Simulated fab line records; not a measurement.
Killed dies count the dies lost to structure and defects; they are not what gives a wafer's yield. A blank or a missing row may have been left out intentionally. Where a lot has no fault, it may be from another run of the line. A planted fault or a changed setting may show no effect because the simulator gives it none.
Which of the tools did it? | flow n5_finfet | 72 wafers from 24 lots sampled at 4 of the route's 1938 steps

WHAT THE GAUGES READ, wafer by wafer
N5_BEOL_M7_CD_MEAS_18: pitch 80 nm, target cd 40 nm. Usual: cd_nm reads 39.9 nm (standard deviation 0.66).
lot  | measured     | on        | cd_nm (nm)     | flag
L074 | day 9 10:32  | cd_sem-03 | 39.1 39.5 39.5 |
L075 | day 9 10:58  | cd_sem-02 | 38.9 38.9 39.9 |
L077 | day 9 14:21  | cd_sem-02 | 40.9 40.5 41.3 |
L076 | day 9 18:37  | cd_sem-03 | 39.8 40.6 40.3 |
L078 | day 10 07:35 | cd_sem-01 | 40.7 40.1 39.7 |
L079 | day 10 07:43 | cd_sem-03 | 39.8 40.1 39.6 |
L080 | day 10 15:05 | cd_sem-02 | 40.3 40.3 39.7 |
L081 | day 10 20:44 | cd_sem-01 | 39.1 39.6 39.7 |
L082 | day 11 14:40 | cd_sem-03 | 40.9 40.0 40.3 |
L083 | day 11 19:23 | cd_sem-01 | 40.5 40.9 40.1 |
L084 | day 11 19:43 | cd_sem-03 | 39.9 39.3 40.9 |
L085 | day 12 07:05 | cd_sem-03 | 40.8 39.4 39.8 |
L086 | day 12 12:31 | cd_sem-02 | 39.8 39.9 40.4 |
L087 | day 12 17:58 | cd_sem-02 | 40.2 40.0 39.9 |
L088 | day 12 18:16 | cd_sem-01 | 39.9 38.5 39.4 |
L089 | day 12 18:36 | cd_sem-02 | 39.4 39.8 39.2 |
L090 | day 13 14:54 | cd_sem-02 | 40.3 39.4 39.7 |
L092 | day 13 20:14 | cd_sem-02 | 40.1 40.6 41.7 |
L093 | day 13 20:40 | cd_sem-03 | 40.5 39.5 40.0 |
L094 | day 14 07:19 | cd_sem-03 | 40.4 39.3 39.6 |
L095 | day 14 16:55 | cd_sem-03 | 40.6 41.6 40.2 |
L096 | day 14 16:53 | cd_sem-03 | 39.5 40.9 39.0 |
L097 | day 14 22:23 | cd_sem-02 | 40.1 40.1 40.8 |
L091 | day 15 12:58 | cd_sem-02 | 39.3 39.5 40.4 |

N5_BEOL_M7_INSPECT_58: inspects for defects (darkfield). Usual: raw_defect_count reads 77 (standard deviation 24).
lot  | measured     | on                | raw_defect_count | flag
L074 | day 9 15:45  | defect_inspect-02 | 91 48 44         |
L075 | day 9 15:59  | defect_inspect-01 | 114 83 73        |
L077 | day 9 17:22  | defect_inspect-02 | 64 60 88         |
L076 | day 10 00:03 | defect_inspect-02 | 69 67 58         |
L078 | day 10 14:01 | defect_inspect-02 | 53 54 89         |
L079 | day 10 13:20 | defect_inspect-02 | 50 29 76         |
L080 | day 10 18:55 | defect_inspect-02 | 112 68 69        |
L081 | day 11 02:01 | defect_inspect-02 | 71 84 83         |
L082 | day 11 19:50 | defect_inspect-02 | 114 132 86       |
L083 | day 11 23:47 | defect_inspect-02 | 127 86 96        |
L084 | day 12 00:32 | defect_inspect-01 | 51 76 88         |
L085 | day 12 14:12 | defect_inspect-01 | 49 67 112        |
L086 | day 12 17:52 | defect_inspect-02 | 145 103 112      |
L087 | day 12 23:23 | defect_inspect-01 | 94 83 114        |
L088 | day 12 23:28 | defect_inspect-01 | 97 89 51         |
L089 | day 12 23:59 | defect_inspect-02 | 93 100 88        |
L090 | day 13 20:19 | defect_inspect-01 | 91 53 67         |
L092 | day 14 00:33 | defect_inspect-01 | 105 88 47        |
L093 | day 14 00:13 | defect_inspect-01 | 111 164 70       |
L094 | day 14 13:17 | defect_inspect-02 | 85 106 61        |
L095 | day 14 22:37 | defect_inspect-02 | 47 51 49         |
L096 | day 14 23:20 | defect_inspect-01 | 44 53 90         |
L097 | day 15 04:04 | defect_inspect-01 | 45 57 66         |
L091 | day 15 16:46 | defect_inspect-02 | 72 68 75         |

TOOL THAT RAN EACH LOT (tool first, then ch and the chambers of the sampled wafers, then the start)
lot  | N5_BEOL_M7_HM_OPEN_17             | N5_BEOL_M7_STRIP_80
L074 | rie_metal-01 ch 0,1, day 9 10:20  | rie_diel-03 ch 1,2, day 9 15:45 or earlier
L075 | rie_metal-01 ch 0,1, day 9 10:47  | rie_diel-06 ch 1,2,3, day 9 15:59 or earlier
L077 | rie_metal-03 ch 1, day 9 14:09    | rie_diel-03 ch 0,1, day 9 17:22 or earlier
L076 | rie_metal-02 ch 0,1, day 9 18:25  | rie_diel-03 ch 0,2,3, day 10 00:03 or earlier
L078 | rie_metal-01 ch 0,1, day 10 07:11 | rie_diel-03 ch 1,2, day 10 14:01 or earlier
L079 | rie_metal-02 ch 0,1, day 10 07:32 | rie_diel-06 ch 0,1, day 10 13:20 or earlier
L080 | rie_metal-02 ch 0,1, day 10 14:55 | rie_diel-06 ch 0,2,3, day 10 18:55 or earlier
L081 | rie_metal-03 ch 0,1, day 10 20:34 | rie_diel-05 ch 1,2,3, day 11 02:01 or earlier
L082 | rie_metal-02 ch 0,1, day 11 14:29 | rie_diel-05 ch 1,2,3, day 11 19:50 or earlier
L083 | rie_metal-03 ch 0,1, day 11 19:12 | rie_diel-05 ch 0,1,3, day 11 23:47 or earlier
L084 | rie_metal-01 ch 0,1, day 11 19:31 | rie_diel-03 ch 0,1,3, day 12 00:32 or earlier
L085 | rie_metal-02 ch 0,1, day 12 06:53 | rie_diel-06 ch 0,2,3, day 12 14:12 or earlier
L086 | rie_metal-02 ch 0,1, day 12 12:08 | rie_diel-05 ch 2,3, day 12 17:52 or earlier
L087 | rie_metal-03 ch 0,1, day 12 17:41 | rie_diel-06 ch 0,3, day 12 23:23 or earlier
L088 | rie_metal-01 ch 0,1, day 12 18:04 | rie_diel-05 ch 0,3, day 12 23:28 or earlier
L089 | rie_metal-03 ch 0,1, day 12 18:24 | rie_diel-06 ch 1,2, day 12 23:59 or earlier
L090 | rie_metal-02 ch 1, day 13 14:35   | rie_diel-03 ch 0,1, day 13 20:19 or earlier
L092 | rie_metal-02 ch 0,1, day 13 19:51 | rie_diel-03 ch 0,1,3, day 14 00:33 or earlier
L093 | rie_metal-02 ch 0,1, day 13 20:31 | rie_diel-03 ch 1,3, day 14 00:13 or earlier
L094 | rie_metal-01 ch 0,1, day 14 07:07 | rie_diel-06 ch 0,2,3, day 14 13:17 or earlier
L095 | rie_metal-03 ch 0, day 14 16:31   | rie_diel-06 ch 0,1,3, day 14 22:37 or earlier
L096 | rie_metal-01 ch 0,1, day 14 16:37 | rie_diel-06 ch 0,2,3, day 14 23:20 or earlier
L097 | rie_metal-01 ch 0,1, day 14 22:07 | rie_diel-05 ch 0,1,3, day 15 04:04 or earlier
L091 | rie_metal-02 ch 0,1, day 15 12:39 | rie_diel-03 ch 0,1,2, day 15 16:46 or earlier
- N5_BEOL_M7_HM_OPEN_17: chemistry Cl2/BCl3, target TiN, target depth 20 nm, overetch 6 nm.
- N5_BEOL_M7_STRIP_80: strips in N2/H2, time 10 s.

WHAT THE TOOLS THEMSELVES READ (means of the sampled wafers that have a number; where no wafer has one, the mark that the record gives instead)
N5_BEOL_M7_HM_OPEN_17. Usual: drypump_motor_current_A 5.7 A, standard deviation 0.5; oes_product_au 0.61 a.u., standard deviation 0.078; throttle_valve_pct 22.1 %, standard deviation 0.34.
lot  | tool         | drypump_motor_current_A (A) | oes_product_au (a.u.) | throttle_valve_pct (%) | flag
L074 | rie_metal-01 | 5.7                         | 0.60                  | 22.4                   |
L075 | rie_metal-01 | 5.7                         | 0.60                  | 22.4                   |
L077 | rie_metal-03 | 4.9                         | 0.69                  | 22.0                   |
L076 | rie_metal-02 | 5.6                         | 0.58                  | 21.9                   |
L078 | rie_metal-01 | 5.7                         | 0.60                  | 22.4                   |
L079 | rie_metal-02 | 6.1                         | 0.58                  | 21.8                   |
L080 | rie_metal-02 | 6.0                         | 0.58                  | 21.8                   |
L081 | rie_metal-03 | 5.2                         | 0.63                  | 22.1                   |
L082 | rie_metal-02 | 5.6                         | 0.57                  | 21.9                   |
L083 | rie_metal-03 | 5.2                         | 0.63                  | 22.1                   |
L084 | rie_metal-01 | 5.7                         | 0.61                  | 22.0                   |
L085 | rie_metal-02 | 6.0                         | 0.56                  | 21.9                   |
L086 | rie_metal-02 | 6.1                         | 0.57                  | 21.8                   |
L087 | rie_metal-03 | 5.2                         | 0.73                  | 22.1                   |
L088 | rie_metal-01 | 5.7                         | 0.60                  | 22.0                   |
L089 | rie_metal-03 | 5.2                         | 0.72                  | 22.1                   |
L090 | rie_metal-02 | 6.5                         | 0.56                  | 21.9                   |
L092 | rie_metal-02 | 6.1                         | 0.56                  | 21.9                   |
L093 | rie_metal-02 | 5.6                         | 0.58                  | 21.9                   |
L094 | rie_metal-01 | 5.7                         | 0.59                  | 22.4                   |
L095 | rie_metal-03 | 5.7                         | 0.78                  | 22.2                   |
L096 | rie_metal-01 | 5.7                         | 0.58                  | 22.4                   |
L097 | rie_metal-01 | 5.7                         | 0.60                  | 22.0                   |
L091 | rie_metal-02 | 6.0                         | 0.75                  | 21.9                   |

N5_BEOL_M7_STRIP_80. Usual: drypump_motor_current_A 5.9 A (standard deviation 0.45); n2_flow_sccm 200.1 sccm (standard deviation 0.67); oes_product_au 0.80 a.u. (standard deviation 0.081); rf_vpp_V 59.1 V (standard deviation 0.92); showerhead_plenum_p_Torr 2.57 Torr (standard deviation 0.088); temp_c 39.98 C (standard deviation 0.12); throttle_valve_pct 23.8 % (standard deviation 0.32).
lot  | tool        | drypump_motor_current_A (A) | n2_flow_sccm (sccm) | oes_product_au (a.u.) | rf_vpp_V (V) | showerhead_plenum_p_Torr (Torr) | temp_c (C) | throttle_valve_pct (%) | flag
L074 | rie_diel-03 | 6.1                         | 199.6               | 0.72                  | 59.8         | 2.59                            | 39.95      | 23.7                   |
L075 | rie_diel-06 | 5.9                         | 200.3               | 0.77                  | 58.6         | 2.50                            | 39.90      | 24.0                   |
L077 | rie_diel-03 | 6.0                         | 200.4               | 0.78                  | 58.7         | 2.55                            | 39.97      | 23.7                   |
L076 | rie_diel-03 | 5.9                         | 200.6               | 0.74                  | 59.0         | 2.57                            | 39.98      | 23.7                   |
L078 | rie_diel-03 | 6.1                         | 199.9               | 0.72                  | 59.0         | 2.55                            | 39.94      | 23.7                   |
L079 | rie_diel-06 | 6.1                         | 199.8               | 0.83                  | 59.1         | 2.64                            | 39.92      | 24.3                   |
L080 | rie_diel-06 | 5.7                         | 200.4               | 0.92                  | 58.9         | 2.59                            | 39.98      | 23.6                   |
L081 | rie_diel-05 | 5.2                         | 200.6               | 0.84                  | 57.9         | 2.54                            | 40.00      | 23.7                   |
L082 | rie_diel-05 | 5.2                         | 199.7               | 0.84                  | 59.9         | 2.54                            | 39.91      | 23.7                   |
L083 | rie_diel-05 | 5.8                         | 199.9               | 0.83                  | 59.2         | 2.59                            | 39.88      | 23.5                   |
L084 | rie_diel-03 | 5.9                         | 199.7               | 0.74                  | 58.8         | 2.53                            | 40.01      | 23.7                   |
L085 | rie_diel-06 | 5.7                         | 200.7               | 0.88                  | 59.4         | 2.58                            | 40.06      | 23.7                   |
L086 | rie_diel-05 | 5.1                         | 200.7               | 0.89                  | 57.9         | 2.63                            | 40.01      | 23.8                   |
L087 | rie_diel-06 | 5.9                         | 199.6               | 0.84                  | 57.8         | 2.50                            | 39.99      | 23.7                   |
L088 | rie_diel-05 | 6.3                         | 200.4               | 0.83                  | 59.6         | 2.67                            | 39.96      | 23.5                   |
L089 | rie_diel-06 | 6.0                         | 199.5               | 0.80                  | 60.1         | 2.66                            | 39.92      | 24.2                   |
L090 | rie_diel-03 | 6.0                         | 200.1               | 0.73                  | 59.3         | 2.53                            | 39.97      | 23.8                   |
L092 | rie_diel-03 | 5.9                         | 200.4               | 0.74                  | 59.9         | 2.53                            | 39.97      | 23.7                   |
L093 | rie_diel-03 | 6.0                         | 199.6               | 0.71                  | 58.7         | 2.51                            | 40.10      | 23.6                   |
L094 | rie_diel-06 | 5.7                         | 199.0               | 0.85                  | 59.3         | 2.57                            | 40.05      | 23.7                   |
L095 | rie_diel-06 | 6.0                         | 199.5               | 0.79                  | 58.6         | 2.56                            | 39.90      | 24.0                   |
L096 | rie_diel-06 | 5.7                         | 199.6               | 0.84                  | 59.2         | 2.57                            | 39.91      | 23.7                   |
L097 | rie_diel-05 | 5.8                         | 200.9               | 0.80                  | 59.3         | 2.58                            | 40.01      | 23.5                   |
L091 | rie_diel-03 | 6.0                         | 200.0               | 0.81                  | 59.3         | 2.55                            | 40.11      | 23.7                   |

THE ANSWER, worked out from the rows above alone
Rule: a lot counts as off when the mean over its wafers that have a number is more than 3 standard deviations away from the usual mean. Also off: a lot with no number at a reading for which 4 or more lots have one. All remaining lots with rows at the step are treated as sound. First the gauges in route order, then the tools' own readings, where a lot's mean is used as printed above. The first step at which some lot is off is used, and at that step the reading that is off furthest; a lot without a number counts as furthest.
No lot is off at any reading shown: from this, nothing can be told.

WHAT THE SIMULATOR HAD INSERTED
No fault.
